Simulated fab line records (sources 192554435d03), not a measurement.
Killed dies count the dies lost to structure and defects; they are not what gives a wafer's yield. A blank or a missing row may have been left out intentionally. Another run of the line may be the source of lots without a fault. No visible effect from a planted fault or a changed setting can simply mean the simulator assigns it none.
fab line records -- flow n5Finfet
record lots=6, wafers=18, lastDay=18
route steps=1938 shown BEOL_M3@997 BEOL_M4@1111 PASSIVATION@1936
lots with no fault: from the same line, run without faults
startH: hours from the record's opening day to when the first of the lot's shown wafers began -- waitH: time in hours since the lot's previous step -- " same as the row above -- L1.1+2: several wafers, shown together as one row -- - no value, or no start given -- * or withheld: withheld -- < > ~ a bound
route shown NAME@n: NAME is a module with steps in the file, n the number in the route of the first one -- usual: average and standard deviation across the fault-free wafers -- same: alike in all rows -- chamber/n: place in a boat -- sites: readings site by site -- _std_site: their standard deviation -- _edge_site: inner sites' mean taken away from outer sites' mean -- radiusMm: how far each site lies from the wafer's centre -- mask NAME#n: copy n -- behind: the most recent tool/chamber to have shaped the wafer -- hold: cause of the lot's hold/its duration in hours/its outcome -- device: whichever transistor did not switch (one of n, p or np) -- end of line: tests of these same wafers at the route's end -- where a step has no rows: the recipe by itself -- killed: count of dies lost to structure and defects at first sort (not the wafer's yield) -- map: a wafer's dies, x killed, . not, _ none there
set.NAME: the setting as run; set.NAME@STEP: as run at that earlier step -- model.NAME: the simulator's own value behind a step, which no gauge read
lots at some steps of the route; a table a step, a row a wafer
## steps
# step N5_BEOL_M3_ANNEAL_80
# recipe tempC=400, timeS=240, ambient=vacuum
# step N5_BEOL_M3_SPUTTER_81
# recipe material=Cu, targetThkA=45, tempC=-20, chamberPressurePa=0.07, powerW=withheld, timeS=8.29
# usual substrateTempC=-20.01/0.1, throttleValvePct=30.0/1.1
lot.wafer,tool,chamber,startH,waitH,substrateTempC,throttleValvePct
L440.3,pvdSputter-02,-,178.85,0.1,-19.95,29.1
L440.5,pvdSputter-02,-,178.85,0.1,-19.94,29.4
L440.6,pvdSputter-02,-,178.85,0.1,-20.14,28.8
L448.1,pvdSputter-01,-,227.78,0.1,-19.91,30.2
L448.2,pvdSputter-01,-,227.78,0.1,-20.04,29.5
L448.5,pvdSputter-01,-,227.78,0.1,-20.10,29.6
L449.1,pvdSputter-03,-,230.73,0.1,-19.98,28.3
L449.4,pvdSputter-03,-,230.73,0.1,-19.92,30.4
L449.6,pvdSputter-03,-,230.73,0.1,-19.99,30.4
L450.3,pvdSputter-02,-,239.57,0.1,-19.83,29.2
L450.5,pvdSputter-02,-,239.57,0.1,-19.88,29.2
L450.6,pvdSputter-02,-,239.57,0.1,-19.76,28.4
L456.2,pvdSputter-03,-,271.43,0.1,-19.96,29.7
L456.5,pvdSputter-03,-,271.43,0.1,-19.99,30.8
L456.6,pvdSputter-03,-,271.43,0.1,-19.99,29.9
L458.3,pvdSputter-03,-,293.93,0.1,-19.96,28.6
L458.4,pvdSputter-03,-,293.93,0.1,-20.17,30.4
L458.5,pvdSputter-03,-,293.93,0.1,-20.03,28.6
# step N5_BEOL_M3_ANNEAL_82
# recipe tempC=400, timeS=240, ambient=vacuum
# step N5_BEOL_M3_SPUTTER_86
# recipe material=Cu, targetThkA=45, tempC=-20, chamberPressurePa=0.07, powerW=withheld, timeS=8.29
# step N5_BEOL_M3_ANNEAL_87
# recipe tempC=400, timeS=240, ambient=vacuum
# step N5_BEOL_M3_SPUTTER_88
# recipe material=Cu, targetThkA=45, tempC=-20, chamberPressurePa=0.07, powerW=withheld, timeS=8.29
# usual substrateTempC=-20.01/0.089, throttleValvePct=29.9/1.1
lot.wafer,tool,chamber,startH,waitH,substrateTempC,throttleValvePct
L440.3,pvdSputter-02,-,179.29,0.1,-19.99,29.3
L440.5,pvdSputter-02,-,179.29,0.1,-19.98,29.0
L440.6,pvdSputter-02,-,179.29,0.1,-20.17,28.4
L448.1,pvdSputter-01,-,228.22,0.1,-19.85,30.2
L448.2,pvdSputter-01,-,228.22,0.1,-19.99,29.5
L448.5,pvdSputter-01,-,228.22,0.1,-19.91,29.5
L449.1,pvdSputter-03,-,231.17,0.1,-19.92,28.4
L449.4,pvdSputter-03,-,231.17,0.1,-20.06,30.1
L449.6,pvdSputter-03,-,231.17,0.1,-20.13,30.5
L450.3,pvdSputter-02,-,240.01,0.1,-19.90,28.8
L450.5,pvdSputter-02,-,240.01,0.1,-20.14,29.5
L450.6,pvdSputter-02,-,240.01,0.1,-19.92,28.4
L456.2,pvdSputter-03,-,271.87,0.1,-19.90,29.8
L456.5,pvdSputter-03,-,271.87,0.1,-20.02,30.6
L456.6,pvdSputter-03,-,271.87,0.1,-20.02,29.5
L458.3,pvdSputter-03,-,294.37,0.1,-19.95,28.6
L458.4,pvdSputter-03,-,294.37,0.1,-20.03,30.4
L458.5,pvdSputter-03,-,294.37,0.1,-20.04,28.8
# step N5_BEOL_M3_ANNEAL_89
# recipe tempC=400, timeS=240, ambient=vacuum
# usual heaterPowerW=831/61, susceptorTempC=399.96/0.22
lot.wafer,tool,chamber,startH,waitH,heaterPowerW,susceptorTempC
L440.3,pvdSputter-02,-,179.37,0.0,782,400.41
L440.5,pvdSputter-02,-,179.37,0.0,777,399.86
L440.6,pvdSputter-02,-,179.37,0.0,815,400.04
L448.1,pvdSputter-01,-,228.30,0.0,970,400.39
L448.2,pvdSputter-01,-,228.30,0.0,735,400.06
L448.5,pvdSputter-01,-,228.30,0.0,726,400.18
L449.1,pvdSputter-03,-,231.25,0.0,793,400.41
L449.4,pvdSputter-03,-,231.25,0.0,800,400.40
L449.6,pvdSputter-03,-,231.25,0.0,799,400.35
L450.3,pvdSputter-02,-,240.09,0.0,833,399.55
L450.5,pvdSputter-02,-,240.09,0.0,922,400.00
L450.6,pvdSputter-02,-,240.09,0.0,843,399.96
L456.2,pvdSputter-03,-,271.95,0.0,863,400.29
L456.5,pvdSputter-03,-,271.95,0.0,781,400.15
L456.6,pvdSputter-03,-,271.95,0.0,880,400.07
L458.3,pvdSputter-03,-,294.45,0.0,815,399.94
L458.4,pvdSputter-03,-,294.45,0.0,785,399.98
L458.5,pvdSputter-03,-,294.45,0.0,836,400.04
# step N5_BEOL_M3_SPUTTER_90
# recipe material=Cu, targetThkA=45, tempC=-20, chamberPressurePa=0.07, powerW=withheld, timeS=8.29
# step N5_BEOL_M3_ANNEAL_91
# recipe tempC=400, timeS=240, ambient=vacuum
# step N5_BEOL_M3_SPUTTER_92
# recipe material=Cu, targetThkA=45, tempC=-20, chamberPressurePa=0.07, powerW=withheld, timeS=8.29
# usual substrateTempC=-19.99/0.1, throttleValvePct=29.9/1.1
lot.wafer,tool,chamber,startH,waitH,substrateTempC,throttleValvePct
L440.3,pvdSputter-02,-,179.73,0.1,-19.86,29.3
L440.5,pvdSputter-02,-,179.73,0.1,-19.92,29.2
L440.6,pvdSputter-02,-,179.73,0.1,-19.76,28.7
L448.1,pvdSputter-01,-,228.66,0.1,-19.97,30.2
L448.2,pvdSputter-01,-,228.66,0.1,-20.02,29.4
L448.5,pvdSputter-01,-,228.66,0.1,-20.02,29.4
L449.1,pvdSputter-03,-,231.61,0.1,-20.17,28.6
L449.4,pvdSputter-03,-,231.61,0.1,-20.01,30.6
L449.6,pvdSputter-03,-,231.61,0.1,-19.95,30.6
L450.3,pvdSputter-02,-,240.45,0.1,-19.88,29.3
L450.5,pvdSputter-02,-,240.45,0.1,-19.78,29.6
L450.6,pvdSputter-02,-,240.45,0.1,-19.86,28.7
L456.2,pvdSputter-03,-,272.31,0.1,-20.11,29.8
L456.5,pvdSputter-03,-,272.31,0.1,-20.03,30.7
L456.6,pvdSputter-03,-,272.31,0.1,-20.14,29.7
L458.3,pvdSputter-03,-,294.81,0.1,-19.65,28.5
L458.4,pvdSputter-03,-,294.81,0.1,-19.94,30.5
L458.5,pvdSputter-03,-,294.81,0.1,-19.91,28.6
# step N5_BEOL_M3_ANNEAL_93
# recipe tempC=400, timeS=240, ambient=vacuum
# step N5_BEOL_M3_SPUTTER_94
# recipe material=Cu, targetThkA=45, tempC=-20, chamberPressurePa=0.07, powerW=withheld, timeS=8.29
# step N5_BEOL_M3_ANNEAL_95
# recipe tempC=400, timeS=240, ambient=vacuum
# usual heaterPowerW=831/62, susceptorTempC=400.01/0.21
lot.wafer,tool,chamber,startH,waitH,heaterPowerW,susceptorTempC
L440.3,pvdSputter-02,-,180.03,0.0,784,399.86
L440.5,pvdSputter-02,-,180.03,0.0,786,400.26
L440.6,pvdSputter-02,-,180.03,0.0,812,400.54
L448.1,pvdSputter-01,-,228.96,0.0,-,-
L448.2,pvdSputter-01,-,228.96,0.0,-,-
L448.5,pvdSputter-01,-,228.96,0.0,-,-
L449.1,pvdSputter-03,-,231.91,0.0,-,-
L449.4,pvdSputter-03,-,231.91,0.0,-,-
L449.6,pvdSputter-03,-,231.91,0.0,-,-
L450.3,pvdSputter-02,-,240.75,0.0,841,400.15
L450.5,pvdSputter-02,-,240.75,0.0,911,399.80
L450.6,pvdSputter-02,-,240.75,0.0,826,399.94
L456.2,pvdSputter-03,-,272.61,0.0,875,399.70
L456.5,pvdSputter-03,-,272.61,0.0,778,399.68
L456.6,pvdSputter-03,-,272.61,0.0,866,399.85
L458.3,pvdSputter-03,-,295.11,0.0,804,399.87
L458.4,pvdSputter-03,-,295.11,0.0,780,399.86
L458.5,pvdSputter-03,-,295.11,0.0,810,400.16
# step N5_BEOL_M3_SPUTTER_96
# recipe material=Cu, targetThkA=45, tempC=-20, chamberPressurePa=0.07, powerW=withheld, timeS=8.29
# usual substrateTempC=-20.01/0.11, throttleValvePct=29.9/1
lot.wafer,tool,chamber,startH,waitH,substrateTempC,throttleValvePct
L440.3,pvdSputter-02,-,180.17,0.1,-20.01,29.2
L440.5,pvdSputter-02,-,180.17,0.1,-20.03,29.2
L440.6,pvdSputter-02,-,180.17,0.1,-20.17,28.7
L448.1,pvdSputter-01,-,229.10,0.1,-20.03,29.9
L448.2,pvdSputter-01,-,229.10,0.1,-19.78,29.3
L448.5,pvdSputter-01,-,229.10,0.1,-20.08,29.6
L449.1,pvdSputter-03,-,232.05,0.1,-20.21,28.8
L449.4,pvdSputter-03,-,232.05,0.1,-19.95,30.4
L449.6,pvdSputter-03,-,232.05,0.1,-19.87,30.8
L450.3,pvdSputter-02,-,240.89,0.1,-20.12,29.3
L450.5,pvdSputter-02,-,240.89,0.1,-20.05,29.2
L450.6,pvdSputter-02,-,240.89,0.1,-20.07,28.7
L456.2,pvdSputter-03,-,272.75,0.1,-20.02,29.7
L456.5,pvdSputter-03,-,272.75,0.1,-20.07,30.6
L456.6,pvdSputter-03,-,272.75,0.1,-19.85,29.7
L458.3,pvdSputter-03,-,295.25,0.1,-19.82,28.7
L458.4,pvdSputter-03,-,295.25,0.1,-19.93,31.0
L458.5,pvdSputter-03,-,295.25,0.1,-19.87,28.7
# step N5_BEOL_M4_RC_MEAS_101
# usual DIBL_N=36.0/1.7, DIBL_P=36.0/2, IOFF_N=0.156/0.028, IOFF_P=0.21/0.04, ION_N=673/12, ION_P=463/8.3, SS_N=71.4/0.6, SS_P=73.3/0.66, VT_N=250/3, VT_P=-250/3.8
lot.wafer,tool,chamber,startH,waitH,DIBL_N[mV/V],DIBL_P[mV/V],IOFF_N[nA/um],IOFF_P[nA/um],ION_N[uA/um],ION_P[uA/um],SS_N[mV/dec],SS_P[mV/dec],VT_N[mV],VT_P[mV]
L440.3,prober-01,0,190.76,0.3,37.4,38.2,0.173,0.26,684,472,71.7,74.2,247,-245
L440.5,prober-01,0,190.76,0.3,35.7,35.0,0.137,0.20,668,456,70.9,72.8,252,-251
L440.6,prober-01,0,190.76,0.3,35.6,34.9,0.127,0.19,654,456,72.3,72.7,252,-251
L448.1,prober-01,0,242.92,0.0,37.9,39.8,0.192,0.34,677,482,71.8,74.1,247,-240
L448.2,prober-01,0,242.92,0.0,39.6,40.8,0.234,0.35,697,481,72.3,74.8,242,-241
L448.5,prober-01,0,242.92,0.0,38.8,39.8,0.215,0.33,687,479,72.7,74.5,247,-241
L449.1,prober-01,0,244.96,0.0,36.6,36.7,0.176,0.22,683,466,71.8,72.6,246,-251
L449.4,prober-01,0,244.96,0.0,35.9,35.5,0.157,0.21,675,461,70.7,72.9,250,-250
L449.6,prober-01,0,244.96,0.0,35.3,34.6,0.143,0.19,662,451,71.7,72.9,252,-252
L450.3,prober-02,0,254.33,0.3,33.7,33.7,0.131,0.16,664,451,70.9,73.4,251,-256
L450.5,prober-02,0,254.33,0.3,34.3,34.9,0.139,0.17,663,460,71.5,73.0,253,-254
L450.6,prober-02,0,254.33,0.3,35.4,35.7,0.154,0.18,677,458,72.2,73.6,248,-253
L456.2,prober-02,0,296.77,0.2,36.9,37.8,0.172,0.25,665,457,71.5,73.4,248,-247
L456.5,prober-02,0,296.77,0.2,34.1,34.9,0.133,0.20,667,469,70.3,73.2,250,-247
L456.6,prober-02,0,296.77,0.2,35.9,36.5,0.173,0.23,667,461,71.0,73.6,246,-245
L458.3,prober-02,0,312.89,0.3,37.0,38.0,0.186,0.23,682,463,71.3,73.9,247,-249
L458.4,prober-02,0,312.89,0.3,38.8,40.0,0.218,0.26,711,480,72.0,74.3,244,-247
L458.5,prober-02,0,312.89,0.3,36.3,37.7,0.167,0.21,698,474,71.3,73.4,250,-252
# step N5_PASSIVATION_PROBE_49
# usual defectLimitedYield=91.6/1.6, killed_at_M0_to_M3=31/10, killed_at_M4_up=14/6.3, killedAtContacts=12/6.1, killedAtFrontEnd=39/12, killedAtOther=3.7/2.8, killedDies=100/19, killedOnRim=13/4.2, killedOpen=66/14, killedShort=33/8.1, sort_bin_5_function=5.0/1.1, sort_bin_6_memory=3.2/0.66, sortNPass=1080/18, sortYieldPct=91.6/1.6
# same grossDies=1180, killedAtBackSide=0, sort_bin_4_leakage[%]=0, sort_bin_8_speed[%]=0
lot.wafer,tool,chamber,startH,waitH,defectLimitedYield[%],killed_at_M0_to_M3,killed_at_M4_up,killedAtContacts,killedAtFrontEnd,killedAtOther,killedDies,killedOnRim,killedOpen,killedShort,sort_bin_5_function[%],sort_bin_6_memory[%],sortNPass,sortYieldPct[%]
L440.3,prober-01,-,297.13,0.1,90.9,40,9,14,38,6,107,15,74,32,5.5,3.0,1073,90.9
L440.5,prober-01,-,297.23,0.2,89.7,36,6,10,63,6,121,11,75,46,6.7,3.1,1059,89.7
L440.6,prober-01,-,297.28,0.3,92.0,49,12,12,21,0,94,13,63,31,4.7,3.0,1086,92.0
L449.1,prober-02,-,347.30,0.0,90.5,49,20,15,25,3,112,12,74,37,5.6,3.7,1068,90.5
L449.4,prober-02,-,347.45,0.2,93.1,31,13,8,26,4,82,7,54,28,4.1,2.5,1098,93.1
L449.6,prober-02,-,347.55,0.3,92.8,19,14,7,43,2,85,15,58,27,4.7,2.1,1095,92.8
L448.1,prober-02,-,347.75,0.0,93.0,24,7,5,44,3,83,17,52,29,3.7,3.1,1097,93.0
L448.2,prober-02,-,347.80,0.1,93.0,39,25,2,17,0,83,11,55,28,3.8,3.1,1097,93.0
L448.5,prober-02,-,347.95,0.2,93.8,25,13,4,28,3,73,14,54,19,3.6,2.5,1107,93.8
L450.3,prober-02,-,366.54,0.1,93.2,23,10,2,40,5,80,13,50,28,4.2,2.4,1100,93.2
L450.5,prober-02,-,366.64,0.2,90.4,40,15,6,49,3,113,14,69,44,5.2,3.8,1067,90.4
L450.6,prober-02,-,366.69,0.3,91.5,16,13,6,64,1,100,11,75,23,5.3,3.1,1080,91.5
L456.2,prober-02,-,406.43,0.1,92.7,21,17,19,24,5,86,17,58,27,4.0,2.8,1094,92.7
L456.5,prober-02,-,406.58,0.2,93.2,17,14,24,24,1,80,10,54,23,4.0,2.5,1100,93.2
L456.6,prober-02,-,406.63,0.3,91.9,32,17,11,35,1,96,15,57,37,4.7,2.9,1084,91.9
L458.3,prober-02,-,420.03,0.1,91.9,20,11,11,51,3,96,10,67,28,5.0,2.7,1084,91.9
L458.4,prober-02,-,420.08,0.2,94.2,20,8,4,37,0,69,14,42,23,3.8,1.6,1111,94.2
L458.5,prober-02,-,420.13,0.2,89.9,40,11,8,56,4,119,14,93,24,5.6,4.2,1061,89.9
# killed by level:class
L440.3 MOL_CONTACT_COAG:geometricParticle:open=11 BEOL_M0_SAQP:geometricParticle:open=10 BEOL_M3:geometricParticle:open=10 BEOL_M0_SAQP:geometricParticle:short=8 STI_FIN_REVEAL:geometricParticle:open=7 FIN_SAQP:geometricParticle:open=5 BEOL_M1:geometricParticle:open=5 STARTING-WAFER:geometricParticle:short=5
L440.5 BEOL_M0_SAQP:geometricParticle:open=16 FIN_SAQP:geometricParticle:open=13 FIN_SAQP:geometricParticle:short=11 MOL_CONTACT_COAG:geometricParticle:open=9 STI_FIN_REVEAL:geometricParticle:open=8 BEOL_M0_SAQP:geometricParticle:short=7 STARTING-WAFER:geometricParticle:short=7 GATE_CUT:geometricParticle:short=6
L440.6 BEOL_M3:geometricParticle:open=14 BEOL_M0_SAQP:geometricParticle:short=12 MOL_CONTACT_COAG:geometricParticle:open=8 BEOL_M1:geometricParticle:open=7 BEOL_M0_SAQP:geometricParticle:open=6 FIN_SAQP:geometricParticle:open=5 BEOL_M2:geometricParticle:open=5 MOL_CONTACT_COAG:geometricParticle:short=4
L449.1 MOL_CONTACT_COAG:geometricParticle:open=10 BEOL_M0_SAQP:geometricParticle:open=9 BEOL_M1:geometricParticle:open=9 BEOL_M1:geometricParticle:short=8 BEOL_M4:geometricParticle:open=8 BEOL_M2:geometricParticle:open=7 BEOL_M0_SAQP:geometricParticle:short=6 MOL_CONTACT_COAG:geometricParticle:short=5
L449.4 MOL_CONTACT_COAG:geometricParticle:open=8 BEOL_M0_SAQP:geometricParticle:short=8 ILD0:geometricParticle:open=6 BEOL_M0_SAQP:geometricParticle:open=6 BEOL_M4:geometricParticle:open=6 FIN_SAQP:geometricParticle:open=5 BEOL_M1:geometricParticle:open=5 BEOL_M1:geometricParticle:short=4
L449.6 DUMMY_GATE:geometricParticle:open=9 FIN_SAQP:geometricParticle:short=7 STI_FIN_REVEAL:geometricParticle:open=6 ILD0:geometricParticle:open=6 MOL_CONTACT_COAG:geometricParticle:open=6 FIN_SAQP:geometricParticle:open=5 BEOL_M2:geometricParticle:open=5 BEOL_M0_SAQP:geometricParticle:open=4
L448.1 FIN_SAQP:geometricParticle:open=13 FIN_SAQP:geometricParticle:short=7 BEOL_M1:geometricParticle:open=6 MOL_CONTACT_COAG:geometricParticle:open=5 GATE_CUT:geometricParticle:open=4 BEOL_M3:geometricParticle:open=4 BEOL_M0_SAQP:geometricParticle:short=3 BEOL_M0_SAQP:geometricParticle:open=3
L448.2 BEOL_M4:geometricParticle:open=14 BEOL_M1:geometricParticle:open=10 BEOL_M0_SAQP:geometricParticle:open=8 BEOL_M0_SAQP:geometricParticle:short=7 BEOL_M2:geometricParticle:open=7 BEOL_M4:geometricParticle:short=5 BEOL_M3:geometricParticle:open=4 STARTING-WAFER:geometricParticle:short=3
L448.5 BEOL_M3:geometricParticle:open=10 FIN_SAQP:geometricParticle:open=8 BEOL_M1:geometricParticle:open=8 BEOL_M4:geometricParticle:open=8 ILD0:geometricParticle:short=4 MOL_CONTACT_COAG:geometricParticle:open=3 BEOL_M3:geometricParticle:short=3 FIN_SAQP:geometricParticle:short=2
L450.3 FIN_SAQP:geometricParticle:open=12 SPACER0:geometricParticle:short=8 SPACER0:geometricParticle:open=5 BEOL_M2:geometricParticle:open=5 BEOL_M0:geometricParticle:open=4 FIN_SAQP:geometricParticle:short=3 GATE_CUT:geometricParticle:short=3 BEOL_M1:geometricParticle:open=3
L450.5 FIN_SAQP:geometricParticle:open=12 STI_FIN_REVEAL:geometricParticle:open=10 BEOL_M0_SAQP:geometricParticle:short=9 BEOL_M3:geometricParticle:open=8 GATE_CUT:geometricParticle:short=6 BEOL_M1:geometricParticle:open=6 FIN_SAQP:geometricParticle:short=5 BEOL_M0:geometricParticle:open=5
L450.6 FIN_SAQP:geometricParticle:open=14 STI_FIN_REVEAL:geometricParticle:open=9 DUMMY_GATE:geometricParticle:open=8 GATE_CUT:geometricParticle:open=7 MOL_CONTACT_COAG:geometricParticle:open=6 GATE_CUT:geometricParticle:short=5 BEOL_M1:geometricParticle:open=5 FIN_SAQP:geometricParticle:short=4
L456.2 MOL_CONTACT_COAG:geometricParticle:open=13 BEOL_M4:geometricParticle:open=8 MOL_CONTACT_COAG:geometricParticle:short=6 BEOL_M3:geometricParticle:open=6 DUMMY_GATE:geometricParticle:open=4 FIN_SAQP:geometricParticle:open=3 STI_FIN_REVEAL:geometricParticle:open=3 GATE_CUT:geometricParticle:short=3
L456.5 MOL_CONTACT_COAG:geometricParticle:open=21 BEOL_M4:geometricParticle:open=8 BEOL_M0_SAQP:geometricParticle:short=5 DUMMY_GATE:geometricParticle:open=4 BEOL_M0_SAQP:geometricParticle:open=4 FIN_SAQP:geometricParticle:short=3 ILD0:geometricParticle:short=3 MOL_CONTACT_COAG:geometricParticle:short=3
L456.6 FIN_SAQP:geometricParticle:short=10 MOL_CONTACT_COAG:geometricParticle:open=10 BEOL_M0_SAQP:geometricParticle:open=9 BEOL_M2:geometricParticle:open=9 BEOL_M0_SAQP:geometricParticle:short=8 STI_FIN_REVEAL:geometricParticle:open=7 STARTING-WAFER:geometricParticle:short=6 BEOL_M5:geometricParticle:open=4
L458.3 STI_FIN_REVEAL:geometricParticle:open=11 FIN_SAQP:geometricParticle:open=10 MOL_CONTACT_COAG:geometricParticle:open=10 BEOL_M3:geometricParticle:open=8 GATE_CUT:geometricParticle:short=7 STI_FIN_REVEAL:geometricParticle:short=4 DUMMY_GATE:geometricParticle:open=4 ILD0:geometricParticle:short=4
L458.4 FIN_SAQP:geometricParticle:open=9 FIN_SAQP:geometricParticle:short=7 BEOL_M0_SAQP:geometricParticle:short=6 BEOL_M3:geometricParticle:open=6 STI_FIN_REVEAL:geometricParticle:open=4 MOL_CONTACT_COAG:geometricParticle:open=4 BEOL_M0:geometricParticle:open=4 GATE_CUT:geometricParticle:open=3
L458.5 BEOL_M3:geometricParticle:open=22 FIN_SAQP:geometricParticle:open=16 STI_FIN_REVEAL:geometricParticle:open=9 MOL_CONTACT_COAG:geometricParticle:open=8 DUMMY_GATE:geometricParticle:open=7 FIN_SAQP:geometricParticle:short=6 GATE_CUT:geometricParticle:short=6 GATE_CUT:geometricParticle:open=5
## key
firstSign step=N5_BEOL_M3_ANNEAL_95, reading=toolRecord, direction=missing
effect none on later readings
metAt N5_BEOL_M3_ANNEAL_95
struckWafers L448.1,L448.2,L448.5,L449.1,L449.4,L449.6
fault kind=skippedStepWhole, tool=pvdSputter-01,pvdSputter-03, chamber=-, onsetH=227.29, steps=N5_BEOL_M3_ANNEAL_95, scope=struckLotsOnly
